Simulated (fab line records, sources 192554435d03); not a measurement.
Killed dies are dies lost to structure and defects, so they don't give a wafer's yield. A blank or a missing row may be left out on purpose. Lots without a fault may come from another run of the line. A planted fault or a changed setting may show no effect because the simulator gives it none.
Which tool did it? | flow n5_finfet | 10 lots, 30 wafers sampled, at 5 steps of a route of 1938

WHAT THE GAUGES READ, wafer by wafer
N5_WELL_APT_OVL_MEAS_26. Usual: PWELL_OVL 0 nm, standard deviation 5.1.
lot  | measured    | on         | PWELL_OVL (nm) | flag
L614 | day 2 03:44 | overlay-01 | 0 2 4          |
L615 | day 2 09:16 | overlay-02 | -4 -1 3        |
L616 | day 2 15:27 | overlay-01 | 3 4 3          |
L618 | day 3 04:03 | overlay-02 | -3 -2 1        |
L620 | day 3 15:16 | overlay-01 | -1 -3 10       |
L622 | day 4 03:29 | overlay-02 | 1 0 2          |
L623 | day 4 09:36 | overlay-02 | 0 2 0          |
L624 | day 4 15:05 | overlay-01 | 7 9 8          |
L634 | day 7 02:45 | overlay-02 | -6 -8 -7       |
L635 | day 7 10:22 | overlay-02 | -6 -1 0        |

N5_BEOL_M4_RC_MEAS_101. Usual: DIBL_N 36.0 mV/V, standard deviation 2.5; DIBL_P 36.7 mV/V, standard deviation 3; IOFF_N 0.16 nA/um, standard deviation 0.043; IOFF_P 0.21 nA/um, standard deviation 0.049; ION_N 673 uA/um, standard deviation 15; ION_P 461 uA/um, standard deviation 9.8; SS_N 71.5 mV/dec, standard deviation 0.83; SS_P 73.4 mV/dec, standard deviation 0.83; VT_N 250 mV, standard deviation 4; VT_P -251 mV, standard deviation 4.
lot  | measured     | on        | DIBL_N (mV/V)  | DIBL_P (mV/V)  | IOFF_N (nA/um) | IOFF_P (nA/um) | ION_N (uA/um) | ION_P (uA/um) | SS_N (mV/dec)  | SS_P (mV/dec)  | VT_N (mV)   | VT_P (mV)      | flag
L614 | day 8 12:34  | prober-02 | 36.6 38.3 34.3 | 37.3 38.7 34.4 | 0.18 0.20 0.13 | 0.19 0.22 0.16 | 697 686 676   | 468 459 463   | 71.9 72.2 70.9 | 74.1 74.5 73.0 | 248 247 254 | -254 -251 -255 |
L615 | day 8 17:45  | prober-02 | 40.0 35.5 40.0 | 40.1 35.4 41.3 | 0.22 0.14 0.24 | 0.28 0.20 0.32 | 691 664 700   | 467 455 482   | 72.0 71.4 72.0 | 73.9 73.4 73.7 | 243 251 242 | -243 -251 -243 |
L616 | day 8 18:52  | prober-01 | 29.9 35.4 32.0 | 30.0 36.9 32.9 | 0.09 0.16 0.11 | 0.13 0.22 0.17 | 677 671 675   | 470 467 475   | 69.7 71.6 71.5 | 71.6 72.5 71.8 | 256 245 254 | -257 -249 -250 |
L618 | day 9 07:55  | prober-01 | 34.7 39.3 35.2 | 36.8 41.9 37.8 | 0.13 0.24 0.14 | 0.22 0.32 0.23 | 668 697 660   | 469 476 461   | 71.1 72.0 70.2 | 74.0 74.6 74.2 | 250 244 253 | -248 -243 -248 |
L620 | day 10 00:22 | prober-01 | 38.4 35.0 36.9 | 38.0 35.9 38.2 | 0.19 0.13 0.16 | 0.23 0.19 0.23 | 673 665 664   | 462 456 460   | 72.0 71.3 72.0 | 74.1 73.1 74.3 | 252 254 252 | -251 -253 -250 |
L622 | day 12 23:35 | prober-01 | 39.1 37.1 34.4 | 38.3 37.6 34.7 | 0.18 0.15 0.12 | 0.21 0.20 0.17 | 668 665 651   | 456 453 454   | 72.7 71.9 70.4 | 74.4 73.5 73.2 | 251 251 254 | -251 -252 -256 |
L623 | day 11 02:02 | prober-02 | 39.5 35.1 37.1 | 40.1 34.2 36.3 | 0.23 0.14 0.19 | 0.28 0.19 0.20 | 685 686 678   | 458 472 456   | 72.8 70.6 71.6 | 74.3 73.1 73.3 | 245 252 247 | -248 -255 -253 |
L624 | day 10 21:15 | prober-02 | 34.1 34.7 35.0 | 31.5 31.4 31.5 | 0.12 0.11 0.13 | 0.19 0.18 0.20 | 685 651 662   | 473 455 466   | 70.1 71.0 70.8 | 72.6 72.2 72.7 | 253 256 253 | -250 -248 -248 |
L634 | day 14 07:53 | prober-01 | 36.6 35.8 35.0 | 39.2 38.0 36.9 | 0.19 0.16 0.14 | 0.24 0.21 0.20 | 694 684 669   | 479 469 461   | 70.8 71.7 71.0 | 73.8 73.5 73.1 | 242 248 252 | -249 -251 -250 |
L635 | day 14 13:20 | prober-01 | 35.6 37.2 35.3 | 36.6 38.3 36.1 | 0.14 0.17 0.13 | 0.17 0.19 0.16 | 672 683 650   | 454 463 445   | 71.1 71.8 70.9 | 72.9 73.6 73.2 | 252 251 254 | -256 -254 -258 |

WHICH TOOL RAN EACH LOT (tool, then ch and the chambers of the sampled wafers, then the start)
lot  | N5_WELL_APT_IMPLANT_15         | N5_WELL_APT_DESCUM_30             | N5_PMOS_HMC_CHANNEL_EPI_ETCH_38
L614 | implanter-02 ch 0, day 2 02:49 | rie_diel-05 ch 0,2,3, day 2 04:02 | rie_si-03 ch 1,2, day 2 06:39
L615 | implanter-02 ch 0, day 2 08:21 | rie_diel-04 ch 0,3, day 2 09:19   | rie_si-03 ch 0,2, day 2 11:58
L616 | implanter-01 ch 0, day 2 14:40 | rie_diel-05 ch 0,2,3, day 2 15:31 | rie_si-03 ch 0,1, day 2 18:55
L618 | implanter-02 ch 0, day 3 03:16 | rie_diel-05 ch 0,2, day 3 04:32   | rie_si-02 ch 0,2, day 3 07:35
L620 | implanter-01 ch 0, day 3 14:32 | rie_diel-06 ch 1,3, day 3 15:19   | rie_si-02 ch 0,1,3, day 3 19:20
L622 | implanter-02 ch 0, day 4 02:23 | rie_diel-05 ch 0,1,3, day 4 03:39 | rie_si-03 ch 0,2,3, day 4 06:29
L623 | implanter-01 ch 0, day 4 08:18 | rie_diel-06 ch 0,3, day 4 09:40   | rie_si-03 ch 2,3, day 4 12:44
L624 | implanter-02 ch 0, day 4 14:19 | rie_diel-06 ch 2,3, day 4 15:14   | rie_si-05 ch 1,2, day 4 18:01
L634 | implanter-01 ch 0, day 7 01:57 | rie_diel-05 ch 0,1,2, day 7 02:49 | rie_si-05 ch 0,1,2, day 7 05:43
L635 | implanter-02 ch 0, day 7 09:34 | rie_diel-04 ch 0,2,3, day 7 10:26 | rie_si-03 ch 1,2, day 7 13:02
- N5_WELL_APT_IMPLANT_15
- N5_WELL_APT_DESCUM_30: chemistry O2, time 7.9 s.
- N5_PMOS_HMC_CHANNEL_EPI_ETCH_38: etches SiO2 in CF4, target depth 1.5 nm.

WHAT THE TOOLS THEMSELVES READ (means of the sampled wafers that have a number; where no wafer has one, the mark that the record gives instead)
N5_WELL_APT_IMPLANT_15. Usual: dose_ions_cm2 1.4998e+13, standard deviation 1.6e+10.
lot  | tool         | dose_ions_cm2 | flag
L614 | implanter-02 | 1.5010e+13    |
L615 | implanter-02 | 1.4991e+13    |
L616 | implanter-01 | 1.5003e+13    |
L618 | implanter-02 | 1.4977e+13    |
L620 | implanter-01 | 1.4997e+13    |
L622 | implanter-02 | 1.4996e+13    |
L623 | implanter-01 | 1.5010e+13    |
L624 | implanter-02 | 1.4989e+13    |
L634 | implanter-01 | 1.4999e+13    |
L635 | implanter-02 | 1.4996e+13    |

N5_WELL_APT_DESCUM_30. Usual: drypump_motor_current_A 5.7 A, standard deviation 0.42; oes_product_au 0.75 a.u., standard deviation 0.082; rf_vpp_V 242.6 V, standard deviation 1.2; showerhead_plenum_p_Torr 2.06 Torr, standard deviation 0.062; throttle_valve_pct 20.39 %, standard deviation 0.29.
lot  | tool        | drypump_motor_current_A (A) | oes_product_au (a.u.) | rf_vpp_V (V) | showerhead_plenum_p_Torr (Torr) | throttle_valve_pct (%) | flag
L614 | rie_diel-05 | 5.5                         | 0.73                  | 242.7        | 2.09                            | 20.49                  |
L615 | rie_diel-04 | 5.4                         | 0.71                  | 242.3        | 2.04                            | 20.28                  |
L616 | rie_diel-05 | 5.5                         | 0.72                  | 242.8        | 2.09                            | 20.51                  |
L618 | rie_diel-05 | 5.5                         | 0.72                  | 242.9        | 2.07                            | 20.60                  |
L620 | rie_diel-06 | 6.3                         | 0.88                  | 242.1        | 2.05                            | 20.32                  |
L622 | rie_diel-05 | 5.8                         | 0.77                  | 242.2        | 2.05                            | 20.52                  |
L623 | rie_diel-06 | 6.5                         | 0.86                  | 242.7        | 2.04                            | 20.29                  |
L624 | rie_diel-06 | 5.8                         | 0.78                  | 242.3        | 2.00                            | 20.30                  |
L634 | rie_diel-05 | 5.7                         | 0.77                  | 242.6        | 2.08                            | 20.43                  |
L635 | rie_diel-04 | 5.6                         | 0.77                  | 243.1        | 2.08                            | 20.32                  |

N5_PMOS_HMC_CHANNEL_EPI_ETCH_38. Usual: drypump_motor_current_A 5.7 A, standard deviation 0.39; oes_product_au 1.001 a.u., standard deviation 0.023; throttle_valve_pct 21.8 %, standard deviation 0.37.
lot  | tool      | drypump_motor_current_A (A) | oes_product_au (a.u.) | throttle_valve_pct (%) | flag
L614 | rie_si-03 | 5.5                         | 0.981                 | 21.8                   |
L615 | rie_si-03 | 5.3                         | 0.976                 | 21.7                   |
L616 | rie_si-03 | 5.5                         | 0.997                 | 22.1                   |
L618 | rie_si-02 | 5.8                         | 1.016                 | 21.8                   |
L620 | rie_si-02 | 6.0                         | 1.021                 | 22.0                   |
L622 | rie_si-03 | 5.3                         | 0.988                 | 21.5                   |
L623 | rie_si-03 | 5.4                         | 0.996                 | 21.3                   |
L624 | rie_si-05 | 5.9                         | 1.010                 | 21.6                   |
L634 | rie_si-05 | 6.0                         | 0.996                 | 21.5                   |
L635 | rie_si-03 | 5.5                         | 0.990                 | 21.8                   |

THE ANSWER, worked out from the rows above alone
Rule: a lot is off if the mean of its wafers that have a number lies more than 3 standard deviations from the usual mean. A lot without any number at a reading at which 4 lots or more have one is off too. The other lots that the step has rows for count as sound. The gauges are gone through in route order, then the tools' own readings, and for those a lot's mean is taken as printed above. The first step at which some lot is off is used, and at that step the reading that is off furthest; a lot without a number counts as furthest.
No lot is off at any reading shown: from this, nothing can be told.

WHAT THE SIMULATOR HAD PUT IN
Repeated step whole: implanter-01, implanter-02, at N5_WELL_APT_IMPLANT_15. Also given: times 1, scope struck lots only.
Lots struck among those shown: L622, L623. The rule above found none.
